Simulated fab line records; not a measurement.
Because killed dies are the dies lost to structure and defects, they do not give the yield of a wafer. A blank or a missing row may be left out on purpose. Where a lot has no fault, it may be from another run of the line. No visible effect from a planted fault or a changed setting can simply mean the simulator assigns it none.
Which tool was responsible? ; flow n5Finfet ; Sampling: 24 lots, 72 wafers, 4 of 1938 route steps

== WHAT THE GAUGES SHOWED, per wafer ==
N5_BEOL_M15_CD_MEAS_10 targets a cd of 360 nm. Usual: 359.4 nm for cdNm, sd 1.5.
lot;measured;on;cdNm (nm);flag
L074;day 11 03:26;cdSem-01;359.0 357.6 360.2;
L076;day 11 13:54;cdSem-02;360.7 360.9 360.7;
L075;day 11 18:28;cdSem-01;358.2 356.7 359.7;
L077;day 12 05:23;cdSem-03;356.7 359.1 358.5;
L079;day 12 12:01;cdSem-03;360.2 359.3 360.2;
L080;day 12 18:08;cdSem-03;359.4 359.3 359.1;
L078;day 12 19:16;cdSem-01;361.2 361.9 359.4;
L081;day 13 20:30;cdSem-01;360.7 362.1 360.4;
L082;day 14 02:39;cdSem-03;358.4 357.0 358.7;
L083;day 14 05:51;cdSem-02;361.5 361.9 360.5;
L084;day 14 21:43;cdSem-02;359.1 358.6 356.6;
L087;day 15 09:26;cdSem-03;359.7 358.5 359.4;
L086;day 15 10:01;cdSem-03;359.1 358.2 357.7;
L085;day 15 12:28;cdSem-02;359.9 358.7 361.3;
L088;day 15 12:44;cdSem-01;359.9 360.6 359.8;
L089;day 15 13:13;cdSem-01;358.7 360.0 358.7;
L090;day 15 15:19;cdSem-01;356.4 359.3 357.8;
L091;day 16 07:02;cdSem-03;357.8 358.3 359.7;
L092;day 16 11:27;cdSem-01;358.0 358.0 356.0;
L094;day 16 12:31;cdSem-03;359.9 360.6 360.3;
L093;day 16 17:07;cdSem-03;358.7 357.5 359.3;
L095;day 16 21:06;cdSem-01;362.6 362.0 362.5;
L096;day 18 00:07;cdSem-03;359.9 359.0 358.6;
L097;day 18 06:55;cdSem-02;360.3 358.5 358.5;

N5_BEOL_M15_CD_MEAS_17 targets a cd of 360 nm. Usual: 360.6 nm for cdNm, sd 1.7.
lot;measured;on;cdNm (nm);flag
L074;day 11 04:01;cdSem-02;359.2 359.6 360.6;
L076;day 11 14:31;cdSem-02;361.2 362.1 361.2;
L075;day 11 19:11;cdSem-03;358.0 356.2 360.8;
L077;day 12 05:58;cdSem-01;356.7 361.7 359.3;
L079;day 12 12:35;cdSem-01;362.6 360.5 361.1;
L080;day 12 18:43;cdSem-02;361.2 361.2 360.9;
L078;day 12 19:52;cdSem-03;362.1 363.8 361.1;
L081;day 13 21:05;cdSem-03;363.0 364.6 361.6;
L082;day 14 03:14;cdSem-03;358.9 357.7 359.6;
L083;day 14 06:26;cdSem-02;362.3 363.9 361.6;
L084;day 14 22:18;cdSem-03;360.2 359.0 359.6;
L087;day 15 10:01;cdSem-01;359.0 360.6 360.2;
L086;day 15 10:36;cdSem-03;361.0 359.6 360.4;
L085;day 15 13:14;cdSem-02;361.3 360.3 362.4;
L088;day 15 13:22;cdSem-01;359.6 361.1 361.2;
L089;day 15 13:48;cdSem-02;359.7 360.4 360.2;
L090;day 15 15:54;cdSem-02;357.4 360.5 359.2;
L091;day 16 07:37;cdSem-02;358.1 360.2 361.4;
L092;day 16 12:02;cdSem-03;360.7 358.7 357.0;
L094;day 16 13:07;cdSem-03;361.3 362.0 362.6;
L093;day 16 17:56;cdSem-03;358.0 356.7 359.4;
L095;day 16 21:41;cdSem-03;361.7 361.5 362.6;
L096;day 18 00:42;cdSem-03;362.8 361.0 359.4;
L097;day 18 07:37;cdSem-03;361.1 359.8 359.8;

== WHAT TOOL EACH LOT RAN ON (gives the tool, then ch and the chambers of the sampled wafers, and finally the start) ==
lot;N5_BEOL_M15_ILD_DEP_00;N5_BEOL_M15_ETCH_59
L074;pecvd-01 ch 1,2, day 11 02:45;rieDiel-05 ch 0,1, day 11 03:33
L076;pecvd-02 ch 0, day 11 13:07;rieDiel-04 ch 2,3, day 11 14:03
L075;pecvd-02 ch 0,2, day 11 17:54;rieDiel-04 ch 0,3, day 11 18:43
L077;pecvd-02 ch 0, day 12 04:36;rieDiel-04 ch 0,1,2, day 12 05:31
L079;pecvd-01 ch 1,2, day 12 11:27;rieDiel-05 ch 1,2,3, day 12 12:08
L080;pecvd-02 ch 1,2, day 12 17:28;rieDiel-05 ch 0,1,3, day 12 18:16
L078;pecvd-02 ch 0,2, day 12 18:35;rieDiel-03 ch 1,2,3, day 12 19:23
L081;pecvd-01 ch 0,1, day 13 19:49;rieDiel-05 ch 0,2,3, day 13 20:38
L082;pecvd-02 ch 0,2, day 14 02:06;rieDiel-04 ch 0,1,2, day 14 02:47
L083;pecvd-04 ch 0,1,2, day 14 05:17;rieDiel-03 ch 0,2,3, day 14 05:58
L084;pecvd-04 ch 0,2, day 14 21:10;rieDiel-05 ch 0,1,3, day 14 21:50
L087;pecvd-01 ch 0,1,2, day 15 08:53;rieDiel-03 ch 0,1,2, day 15 09:33
L086;pecvd-01 ch 0,1,2, day 15 09:20;rieDiel-05 ch 0,2,3, day 15 10:08
L085;pecvd-02 ch 0,1,2, day 15 11:47;rieDiel-04 ch 1,2, day 15 12:46
L088;pecvd-04 ch 0,2, day 15 12:10;rieDiel-03 ch 0,1,2, day 15 12:54
L089;pecvd-01 ch 0,2, day 15 12:32;rieDiel-03 ch 0,1,2, day 15 13:20
L090;pecvd-02 ch 0,1,2, day 15 14:46;rieDiel-04 ch 0,1,3, day 15 15:26
L091;pecvd-04 ch 0,1,2, day 16 06:21;rieDiel-04 ch 0,1, day 16 07:09
L092;pecvd-04 ch 0,1,2, day 16 10:47;rieDiel-04 ch 0,3, day 16 11:35
L094;pecvd-04 ch 0,2, day 16 11:51;rieDiel-03 ch 1,3, day 16 12:39
L093;pecvd-01 ch 0,1,2, day 16 16:34;rieDiel-03 ch 1,2, day 16 17:28
L095;pecvd-01 ch 0,1, day 16 20:33;rieDiel-03 ch 2,3, day 16 21:13
L096;pecvd-04 ch 1, day 17 23:08;rieDiel-04 ch 0,3, day 18 00:14
L097;pecvd-04 ch 0,1, day 18 06:07;rieDiel-03 ch 2,3, day 18 07:08
- N5_BEOL_M15_ILD_DEP_00: deposits SiO2 from TEOS/O2, target thk 1629.3 nm, time 346.1 s.
- N5_BEOL_M15_ETCH_59: etches BARC in N2/H2, target depth 89 nm, overetch 26.7 nm, time 67.9 s.

== WHAT THE TOOLS THEMSELVES READ (means of the sampled wafers that have a number; where no wafer has one, the mark that the record gives instead) ==
N5_BEOL_M15_ILD_DEP_00. Usual: heaterPowerW 470 W, standard deviation 84; showerheadPlenumPTorr 8.32 Torr, standard deviation 0.042; throttleValvePct 19.0 %, standard deviation 1.3.
lot;tool;heaterPowerW (W);showerheadPlenumPTorr (Torr);throttleValvePct (%);flag
L074;pecvd-01;428;8.31;18.9;
L076;pecvd-02;463;8.36;18.4;
L075;pecvd-02;415;8.35;18.6;
L077;pecvd-02;484;8.37;18.1;
L079;pecvd-01;450;8.28;18.9;
L080;pecvd-02;584;8.32;17.8;
L078;pecvd-02;430;8.36;18.7;
L081;pecvd-01;468;8.30;20.5;
L082;pecvd-02;418;8.36;18.7;
L083;pecvd-04;407;8.34;18.5;
L084;pecvd-04;466;8.36;18.5;
L087;pecvd-01;418;8.31;20.1;
L086;pecvd-01;448;8.29;19.9;
L085;pecvd-02;479;8.34;18.2;
L088;pecvd-04;474;8.36;19.6;
L089;pecvd-01;514;8.28;20.2;
L090;pecvd-02;496;8.35;18.3;
L091;pecvd-04;487;8.34;18.6;
L092;pecvd-04;423;8.33;18.7;
L094;pecvd-04;468;8.38;18.3;
L093;pecvd-01;446;8.29;20.0;
L095;pecvd-01;486;8.31;20.5;
L096;pecvd-04;462;8.28;18.1;
L097;pecvd-04;454;8.31;18.9;

N5_BEOL_M15_ETCH_59. Usual: drypumpMotorCurrentA 5.9 A, standard deviation 0.4; oesProductAu 0.64 a.u., standard deviation 0.057; rfVppV 524.1 V, standard deviation 2.2; showerheadPlenumPTorr 2.55 Torr, standard deviation 0.074; throttleValvePct 17.95 %, standard deviation 0.16.
lot;tool;drypumpMotorCurrentA (A);oesProductAu (a.u.);rfVppV (V);showerheadPlenumPTorr (Torr);throttleValvePct (%);flag
L074;rieDiel-05;5.4;0.65;525.1;2.59;18.13;
L076;rieDiel-04;6.5;0.60;523.1;2.53;17.93;
L075;rieDiel-04;6.1;0.63;524.9;2.58;17.85;
L077;rieDiel-04;6.1;0.64;523.5;2.58;17.94;
L079;rieDiel-05;5.8;0.63;526.4;2.64;18.02;
L080;rieDiel-05;5.6;0.65;526.5;2.63;18.06;
L078;rieDiel-03;5.7;0.64;522.5;2.50;17.91;
L081;rieDiel-05;5.5;0.64;525.7;2.62;18.14;
L082;rieDiel-04;6.0;0.64;524.4;2.57;17.95;
L083;rieDiel-03;5.8;0.59;523.4;2.50;17.94;
L084;rieDiel-05;5.6;0.64;526.1;2.62;18.09;
L087;rieDiel-03;6.0;0.63;522.5;2.49;17.91;
L086;rieDiel-05;5.5;0.64;526.2;2.61;18.15;
L085;rieDiel-04;6.3;0.61;523.1;2.52;18.12;
L088;rieDiel-03;5.9;0.63;522.1;2.49;17.91;
L089;rieDiel-03;5.9;0.63;522.4;2.49;17.91;
L090;rieDiel-04;6.1;0.63;523.9;2.57;17.98;
L091;rieDiel-04;5.7;0.65;525.2;2.62;17.92;
L092;rieDiel-04;6.1;0.61;524.6;2.56;17.91;
L094;rieDiel-03;5.9;0.73;521.9;2.47;17.85;
L093;rieDiel-03;5.7;0.62;521.9;2.49;17.88;
L095;rieDiel-03;5.6;0.73;523.2;2.50;17.74;
L096;rieDiel-04;5.8;0.63;526.5;2.61;17.86;
L097;rieDiel-03;5.6;0.71;522.6;2.49;17.76;

== THE ANSWER, worked out from the rows above alone ==
Rule: a lot counts as off when the mean over its wafers that have a number is more than 3 standard deviations away from the usual mean. Also off: a lot with no number at a reading for which 4 or more lots have one. Any other lot the step has rows for is counted as sound. Order of review: gauges by route order, followed by the tools' own readings, for which a lot's mean as printed above is used. At the first step where some lot is off, the reading lying furthest off is the one used; lots without a number count as furthest.
Across all readings shown, no lot is off: no conclusion can be drawn from this.

== WHAT THE SIMULATOR HAD PUT IN ==
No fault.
